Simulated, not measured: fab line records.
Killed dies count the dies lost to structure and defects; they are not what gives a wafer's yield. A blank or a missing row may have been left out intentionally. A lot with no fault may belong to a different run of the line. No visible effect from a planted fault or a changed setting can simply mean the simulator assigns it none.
Comparing a struck lot with a sound one || flow n5-finfet || 26 steps out of a route of 1938
Sound: the wafers L765.1, L765.2, L765.6. Wafers struck: L767.4, L767.5, L767.6. Last of all comes the cause.
Each step with rows lists, per side, the tool, then ch with its chambers, then its first start. Under that, the readings that differ: sound wafers || struck wafers || difference of the means || sigmas: that difference in standard deviations of wafers without a fault.
alike: words and numbers the same on both sides, and readings whose means are apart by under 2 such deviations; not compared: readings that were withheld, readings missing a value for some wafer, numbers with overlapping values and no deviation given by the record, and bounds like >300 which may hide the same value.
A row with sigmas, a row that says differs or no value, or rows on one side alone: a step with any of these is where the two part. When numbers do not overlap yet have no deviation, they are printed without sigmas and do not part them. Lack of a reading on every wafer of one side parts them only where that side has two or more wafers.

N5_FIN_SAQP_HM_CD_35 targets a cd of 8 nm.
  sound on cd-sem-01 at day 4 20:20; struck on cd-sem-02 at day 5 07:44
  alike: cd-nm
N5_FIN_SAQP_ETCH_64: etches SiO2 in CF4, target depth 1.5 nm.
  sound on rie-si-05 ch 1,3, day 4 20:23; struck on rie-si-04 ch 0,3, day 5 07:47
{"reading": "oes-product-au (a.u.)", "sound": "1.010 1.050 1.058", "struck": "0.981 1.006 0.982", "difference": -0.050, "sigmas": -2}
  alike: drypump-motor-current-A, throttle-valve-pct
  not compared: rf-hours-counter-h
N5_FIN_SAQP_FIN_ETCH_36: etches the open film in HBr/Cl2/O2, target depth 120 nm, time 50.4 s.
  sound on rie-si-05 ch 1,3, day 4 20:25; struck on rie-si-04 ch 0,3, day 5 07:48
  alike: HBr_flow_sccm, drypump-motor-current-A, oes-product-au, throttle-valve-pct
  not compared: rf-hours-counter-h
N5_FIN_SAQP_CD_MEAS_37 targets a cd of 8 nm.
  sound on cd-sem-02 at day 4 20:32; struck on cd-sem-03 at day 5 07:56
  alike: cd-nm
then, 3 steps without rows for these wafers: N5_FIN_SAQP_PRECLEAN_38 (cleans in O3/DIW, time 45 s); N5_FIN_SAQP_PRECLEAN_45 (cleans in dHF, time 10 s); N5_FIN_SAQP_SRD_39 (time 30 s).
N5_FIN_SAQP_OCD_MEAS_76:
  sound on ocd-01 at day 4 20:38; struck on ocd-01 at day 5 08:01
  alike: trench-depth-nm
N5_FIN_SAQP_INSPECT_40: inspects for defects (brightfield).
  sound on defect-inspect-02 at day 4 20:40; struck on defect-inspect-02 at day 5 08:03
  alike: raw-defect-count
then, 3 steps without rows for these wafers: N5_FIN_CUT_COAT_18 (time 60 s, resist thk 230 nm); N5_FIN_CUT_COAT_19 (time 60 s, resist thk 20 nm); N5_FIN_CUT_COAT_29 (time 60 s, resist thk 10 nm).
N5_FIN_CUT_COAT_02: resist thk 30 nm.
  sound on litho-track-04 ch 0, day 4 20:42; struck on litho-track-04 ch 0, day 5 08:05
{"reading": "spin-speed-rpm (rpm)", "sound": "1499.2 1498.7 1500.5", "struck": "1747.9 1748.6 1748.7", "difference": "+248.9", "sigmas": "+99 or more"}
{"reading": "model.CAR-EUV_of_FIN_CUT_COAT_02.thk-nm (nm)", "sound": "30 30 30", "struck": "27.8 27.8 27.8", "difference": -2.2, "sigmas": ""}
  alike: dispense-pressure-kPa
then, 5 steps without rows for these wafers: N5_FIN_CUT_EBR_04; N5_FIN_CUT_SOFTBAKE_03 (time 60 s); N5_FIN_CUT_EXPOSE_05 (exposes mask FIN CUT); N5_FIN_CUT_PEB_06 (peb time 60 s); N5_FIN_CUT_DEVELOP_07 (develop time 30 s).
N5_FIN_CUT_CD_MEAS_08 targets a cd of 29.1 nm.
  sound on cd-sem-03 ch 0, day 4 21:05; struck on cd-sem-01 ch 0, day 5 08:22
  alike: cd-nm
N5_FIN_CUT_OVL_MEAS_09:
  sound on overlay-02 ch 0, day 4 21:07; struck on overlay-02 ch 0, day 5 08:24
  alike: FIN_CUT_OVL
N5_FIN_CUT_INSPECT_10: inspects for defects (brightfield).
  sound on defect-inspect-02 at day 4 21:10; struck on defect-inspect-02 at day 5 08:26
  alike: raw-defect-count
N5_FIN_CUT_DESCUM_13: chemistry O2, time 7 s.
  sound on rie-diel-02 ch 0,3, day 4 21:13; struck on rie-diel-03 ch 0,1,3, day 5 08:28
  alike: drypump-motor-current-A, o2-flow-sccm, oes-product-au, rf-vpp-V, showerhead-plenum-p-Torr, throttle-valve-pct
  not compared: rf-hours-counter-h
N5_FIN_CUT_ETCH_30: etches underlayer in N2/H2, target depth 13 nm, time 10.4 s.
  sound on rie-diel-02 ch 0,3, day 4 21:14; struck on rie-diel-03 ch 0,1,3, day 5 08:31
{"reading": "model.CAR-EUV_of_FIN_CUT_COAT_02.thk-nm (nm)", "sound": "14.4 14.6 14.4", "struck": "12.2 12.2 12.4", "difference": -2.2, "sigmas": ""}
  alike: drypump-motor-current-A, etch-rf-on-time-s, oes-product-au, rf-vpp-V, showerhead-plenum-p-Torr, throttle-valve-pct
  not compared: rf-hours-counter-h
N5_FIN_CUT_ETCH_20: etches SiARC in CF4, target depth 26 nm, time 43.3 s.
  sound on rie-diel-02 ch 0,3, day 4 21:16; struck on rie-diel-03 ch 0,1,3, day 5 08:32
  alike: drypump-motor-current-A, etch-rf-on-time-s, oes-product-au, rf-vpp-V, showerhead-plenum-p-Torr, throttle-valve-pct
  not compared: rf-hours-counter-h
-- a jump in the record: the struck wafers' starts before and after are 6 days apart (it breaks off in module FIN_CUT and resumes in module BEOL_M4, where the first step shown is number 1111 of the route) --
N5_BEOL_M4_RC_MEAS_101:
  sound on prober-01 ch 0, day 10 13:13; struck on prober-02 ch 0, day 11 15:26
  alike: DIBL_N, DIBL_P, IOFF_N, IOFF_P, ION_N, ION_P, SS_N, SS_P, VT_N, VT_P
following that, these wafers have no rows for 1 step: N5_PASSIVATION_PROBE_49.

## WHERE THEY PART
At N5_FIN_SAQP_ETCH_64 first; at N5_FIN_CUT_COAT_02 last (within this record only). Later steps at which nothing parts them and some readings are alike: N5_FIN_CUT_CD_MEAS_08, N5_FIN_CUT_OVL_MEAS_09, N5_FIN_CUT_INSPECT_10, N5_FIN_CUT_DESCUM_13, N5_FIN_CUT_ETCH_30, N5_FIN_CUT_ETCH_20, N5_BEOL_M4_RC_MEAS_101.

WHY: what had been put in by the simulator
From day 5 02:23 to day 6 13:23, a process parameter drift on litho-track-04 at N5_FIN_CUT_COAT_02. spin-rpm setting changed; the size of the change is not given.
